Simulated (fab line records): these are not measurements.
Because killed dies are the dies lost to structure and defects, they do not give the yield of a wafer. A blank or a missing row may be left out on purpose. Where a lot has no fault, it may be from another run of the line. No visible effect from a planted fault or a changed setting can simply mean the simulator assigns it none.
Chamber matching || flow nand harc || NHARC_A_STAIRCASE_DESCUM_219 on rie diel-07 has 4 sister chambers
The step chemistry O2, time 3 s. 4 wafers are shown with their chamber, then 7 later ones without.

WAFERS WITH THEIR CHAMBER
{"wafer": "L387.4", "chamber": 0, "showerhead plenum p Torr (Torr)": 2.08}
{"wafer": "L402.5", "chamber": 2, "showerhead plenum p Torr (Torr)": 1.92}
{"wafer": "L406.2", "chamber": 1, "showerhead plenum p Torr (Torr)": 1.93}
{"wafer": "L406.3", "chamber": 3, "showerhead plenum p Torr (Torr)": 1.79}

WAFERS WITH NO CHAMBER GIVEN
{"wafer": "L406.6", "showerhead plenum p Torr (Torr)": 1.93}
{"wafer": "L407.3", "showerhead plenum p Torr (Torr)": 1.93}
{"wafer": "L407.5", "showerhead plenum p Torr (Torr)": 2.06}
{"wafer": "L407.6", "showerhead plenum p Torr (Torr)": 1.79}
{"wafer": "L409.1", "showerhead plenum p Torr (Torr)": 1.92}
{"wafer": "L409.2", "showerhead plenum p Torr (Torr)": 1.78}
{"wafer": "L409.4", "showerhead plenum p Torr (Torr)": 1.93}

WHICH CHAMBER EACH ONE RAN IN
{"wafer": "L406.6", "from the rows above": "can't be placed: 1 or 2", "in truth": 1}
{"wafer": "L407.3", "from the rows above": "can't be placed: 1 or 2", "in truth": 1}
{"wafer": "L407.5", "from the rows above": 0, "in truth": 0}
{"wafer": "L407.6", "from the rows above": 3, "in truth": 3}
{"wafer": "L409.1", "from the rows above": "can't be placed: 2 or 1", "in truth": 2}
{"wafer": "L409.2", "from the rows above": 3, "in truth": 3}
{"wafer": "L409.4", "from the rows above": "can't be placed: 1 or 2", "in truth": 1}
Placed correctly: 3 of 7. Unplaceable from these rows: 4, with the true chamber sitting among the candidates in 4. 0 placed wrongly.
How it was worked out, from the rows above alone: a wafer's distance from a chamber is the root of the sum, over the readings, of the square of ((its reading less the chamber's mean) divided by the reading's scatter). If the next closest chamber is less than 2 further off than the closest, the wafer can't be placed; otherwise it belongs to the closest. A chamber's mean is the mean of its shown wafers. The scatter (one wafer shown for each chamber): square how far every hidden wafer sits from the nearest shown wafer, average those squares and take the square root.
